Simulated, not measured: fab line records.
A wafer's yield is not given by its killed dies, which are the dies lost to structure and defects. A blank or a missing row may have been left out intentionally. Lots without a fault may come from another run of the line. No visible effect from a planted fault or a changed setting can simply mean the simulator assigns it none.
A struck lot beside a sound one	flow nand harc	14 steps out of a route of 1302
Sound: these wafers, L345.1, L345.3, L345.4. Struck: wafer L337.2. (L337.5 of the same lot was not struck and is left out.) The cause comes at the end.
For every step that has rows: the tool of each side, followed by ch and its chambers, followed by its first start. Under that, the readings that differ: sound wafers	struck wafers	difference of the means	sigmas: that difference in standard deviations of wafers without a fault.
alike: words and numbers the same on both sides, and readings whose means are apart by under 2 such deviations; not compared: readings that were withheld, readings missing a value for some wafer, numbers with overlapping values and no deviation given by the record, and bounds like >300 which may hide the same value.
The two part at a step that has a row with sigmas, a row that says differs or no value, or rows on one side only. Numbers that don't overlap but have no deviation are shown without sigmas and don't part them. A reading that every wafer of one side lacks parts them only if that side has two wafers or more.

NHARC_A_WL_FILL_CVD_03: deposits W, target thk 40 nm, time 279 s.
  sound on cvd w-02 ch 0,1, day 28 17:08; struck on cvd w-02 ch 0, day 26 00:08
  alike: heater power w, throttle valve pct
then, 1 step without rows for these wafers: NHARC_A_WL_FILL_ETCHBACK_04 (etches the open film in NF3, target depth 60 nm, time 120 s).
NHARC_A_WL_FILL_ETCHBACK_05: etches the open film in Cl2/BCl3, target depth 22 nm, time 60 s.
  sound on rie metal-01 ch 0,1, day 28 17:42; struck on rie metal-01 ch 1, day 26 00:51
  alike: chamber pressure mTorr, drypump motor current A, oes product au, run length s
  not compared: rf hours counter h
NHARC_A_WL_FILL_STRIP_27: strips in N2/H2, time 20 s.
  sound on plasma asher-01 ch 0,1, day 28 17:52; struck on plasma asher-02 ch 0, day 26 01:01
  alike: drypump motor current A, heater power w, rf refl power W
  not compared: rf hours counter h
then, 5 steps without rows for these wafers: NHARC_A_WL_FILL_STRIP_28 (strips in post etch residue remover, time 1200 s); NHARC_A_WL_FILL_PRECLEAN_06 (cleans in DIW, time 300 s); NHARC_A_WL_FILL_SRD_07; NHARC_A_WL_FILL_ANNEAL_08 (time 1800 s); NHARC_A_WL_FILL_ALD_10 (deposits SiO2, target thk 50 nm, pulse time 10 s, ald cycles 500).
NHARC_A_WL_FILL_ETCHBACK_16: etches the open film in C4F8/O2/Ar, target depth 120 nm, time 24 s.
  sound on rie diel-08 ch 0,3; struck on rie diel-08 ch 2
reading	sound	struck	difference	sigmas
rf vpp V (V)	717 720 717	729	+11	+2
run length s (s)	44.8 45.1 44.8	46.5	+1.6	+3
  alike: chamber pressure mTorr, oes product au, rf fwd power W
  not compared: rf hours counter h
NHARC_A_WL_FILL_STRIP_29: strips in O2, time 20 s.
  sound on rie diel-08 ch 1,3, day 29 03:32; struck on rie diel-08 ch 1, day 26 12:46
  alike: chamber pressure mTorr, drypump motor current A, oes product au, rf vpp V, showerhead plenum p Torr, throttle valve pct
  not compared: rf hours counter h
NHARC_A_WL_FILL_ETCHBACK_17: etches the open film in Cl2/BCl3, target depth 4 nm, time 26.7 s.
  sound on rie metal-02 ch 0,1, day 29 03:38; struck on rie metal-02 ch 1, day 26 12:52
reading	sound	struck	difference	sigmas
run length s (s)	47.3 47.6 47.4	40.9	-6.5	-16
  alike: chamber pressure mTorr, drypump motor current A, oes product au
  not compared: rf hours counter h
then, 1 step without rows for these wafers: NHARC_A_WL_FILL_PRECLEAN_18 (cleans in dHF, time 30 s).
NHARC_END_SORT_01:
  the record has rows for the sound wafers here (prober-01 ch 0, day 33 06:22) and none for the struck ones

WHERE THEY PART
First at NHARC_A_WL_FILL_ETCHBACK_16; last, within this record, at NHARC_END_SORT_01.

WHY: the cause the simulator had injected
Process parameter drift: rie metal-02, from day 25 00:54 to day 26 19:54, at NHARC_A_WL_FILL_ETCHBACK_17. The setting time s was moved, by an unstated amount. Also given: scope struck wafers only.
